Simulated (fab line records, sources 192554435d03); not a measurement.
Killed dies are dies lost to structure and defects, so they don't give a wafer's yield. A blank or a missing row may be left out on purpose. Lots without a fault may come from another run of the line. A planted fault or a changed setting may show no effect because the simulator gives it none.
Split-lot experiment | flow n5_finfet | 7 lots, 21 wafers read, on a route of 1938 steps

THE SPLIT
At N5_BEOL_M13_TRENCH_ETCH_34 (etches SiOC in C4F8/O2/Ar, target depth 413.47 nm, time 162.6 s), the setting time_s was moved away from the recipe's 162.6 s on 6 of the 21 wafers read, by -18.2% to +16.1%. The other wafers ran this setting at the recipe's value.

FROM THE SPLIT TO THE READING: what the file shows between them, 11 steps
- N5_BEOL_M13_STRIP_70: strips in C4F8/O2/Ar
- N5_BEOL_M13_OCD_MEAS_35
- N5_BEOL_M13_SPUTTER_43: material TaN, target thk 15 nm, time 24.19 s (also split here: time_s)
- N5_BEOL_M13_SPUTTER_44: material Ta, target thk 10 nm, time 16.13 s
- N5_BEOL_M13_SPUTTER_45: material Cu, target thk 80 nm, time 13.33 s
- N5_BEOL_M13_ECD_47: material Cu, target thk 936 nm
- N5_BEOL_M13_ANNEAL_48: time 90 s
- N5_BEOL_M13_CMP_49: polishes, stops on SiOC, t overpolish 17.1 s, target thk 420 nm
- N5_BEOL_M13_THK_MEAS_50: measures by xrf
- N5_BEOL_M13_PRE_CLEAN_52: time 15 s
- N5_BEOL_M13_DEP_53: deposits SiCN from 3MS/NH3, target thk 50 nm, time 17.8 s

THE READING
M13_RS, in ohm/sq, at N5_BEOL_M13_RS_MEAS_54 (measures by four-point-probe). Fault-free wafers of this fab line usually give 0.0450 ohm/sq, standard deviation 0.00077 ohm/sq.

wafer  | tool, chamber at the split | time_s as run, s | against the recipe | M13_RS, ohm/sq | against lot-mates on the recipe
L077.1 | rie_diel-04, 3             | 162.6            | recipe             | 0.0443         | -
L077.2 | rie_diel-04, 0             | 162.6            | recipe             | 0.0452         | -
L077.6 | rie_diel-04, 2             | 147.3            | -9.4%              | 0.0490         | +0.0043
L081.1 | rie_diel-05, 0             | 184.6            | +13.5%             | 0.0400         | -0.0069
L081.3 | rie_diel-05, 2             | 162.6            | recipe             | 0.0468         | -
L081.4 | rie_diel-05, 2             | 162.6            | recipe             | 0.0470         | -
L084.1 | rie_diel-05, 2             | 188.8            | +16.1%             | 0.0402         | -0.0043
L084.2 | rie_diel-05, 0             | 162.6            | recipe             | 0.0445         | -
L084.5 | rie_diel-05, 2             | 188.8            | +16.1%             | 0.0402         | -0.0043
L085.1 | rie_diel-02, 0             | 162.6            | recipe             | 0.0448         | -
L085.3 | rie_diel-02, 1             | 162.6            | recipe             | 0.0451         | -
L085.4 | rie_diel-02, 0             | 162.6            | recipe             | 0.0451         | -
L088.2 | rie_diel-04, 3             | 162.6            | recipe             | 0.0443         | -
L088.5 | rie_diel-04, 1             | 133              | -18.2%             | 0.0547         | +0.0104
L088.6 | rie_diel-04, 2             | 133              | -18.2%             | 0.0546         | +0.0103
L096.1 | rie_diel-02, 3             | 162.6            | recipe             | 0.0441         | -
L096.3 | rie_diel-02, 1             | 162.6            | recipe             | 0.0454         | -
L096.4 | rie_diel-02, 0             | 162.6            | recipe             | 0.0444         | -
L097.1 | rie_diel-02, 0             | 162.6            | recipe             | 0.0448         | -
L097.3 | rie_diel-02, 3             | 162.6            | recipe             | 0.0444         | -
L097.6 | rie_diel-02, 1             | 162.6            | recipe             | 0.0455         | -

THE FIT
A straight line over all 21 wafers: M13_RS changes by -0.000421 ohm/sq for each +1% of time_s; r = -0.96; the points scatter about the line by 0.0011 ohm/sq.
The same after taking each lot's own level away (the mean of its wafers on the recipe; 21 wafers): -0.000446 ohm/sq for each +1%; r = -0.96; scatter 0.0012 ohm/sq.
On that fit, the largest move of time_s shifts the reading by 0.0081 ohm/sq.
The lots' own levels span 0.04430 to 0.04690 ohm/sq, that is 3.4 times the standard deviation above.
So the lot-to-lot level changes the slope little: the two slopes agree.
Check: with one of the wafers moved furthest among these (-18.2%) left out of the fit, the line predicts +0.00788 ohm/sq for it against its lot-mates. It came out at +0.0104 ohm/sq against them.

OTHER SPLITS ON THESE WAFERS
These wafers also went through other splits before the reading. Each is held against what the fit with the lots' levels taken away leaves over:
other split on the same wafers | wafers away from the commonest value | r with M13_RS (lot level and that fit taken away)
N5_BEOL_M13_SPUTTER_43 time_s  | 6                                    | -0.16

THE WHOLE CHAIN: every reading that the file lists as answering this split, in the file's order
step                       | what it does                                                    | reading                                                                       | change (the file's fit)               | r (the file's)
N5_BEOL_M13_TRENCH_ETCH_34 | etches SiOC in C4F8/O2/Ar, target depth 413.47 nm, time 162.6 s | etch.depth_nm (the simulator's own value, which no gauge read)                | +3.92 nm for each +1% of the setting  | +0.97
N5_BEOL_M13_OCD_MEAS_35    |                                                                 | trench_depth_nm                                                               | +3.93 nm for each +1% of the setting  | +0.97
N5_BEOL_M13_CMP_49         | polishes, stops on SiOC, t overpolish 17.1 s, target thk 420 nm | Cu_of_BEOL_M13_ECD_47.thk_nm (the simulator's own value, which no gauge read) | +3.88 nm for each +1% of the setting  | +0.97
N5_BEOL_M13_THK_MEAS_50    | measures by xrf                                                 | M13_THK                                                                       | +4.03 for each +1% of the setting     | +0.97
N5_BEOL_M13_RS_MEAS_54     | measures by four-point-probe                                    | M13_RS                                                                        | -0.000454 for each +1% of the setting | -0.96

THE FILE'S OWN FIT
M13_RS changes by -0.000454 ohm/sq for each +1% of time_s, r = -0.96.
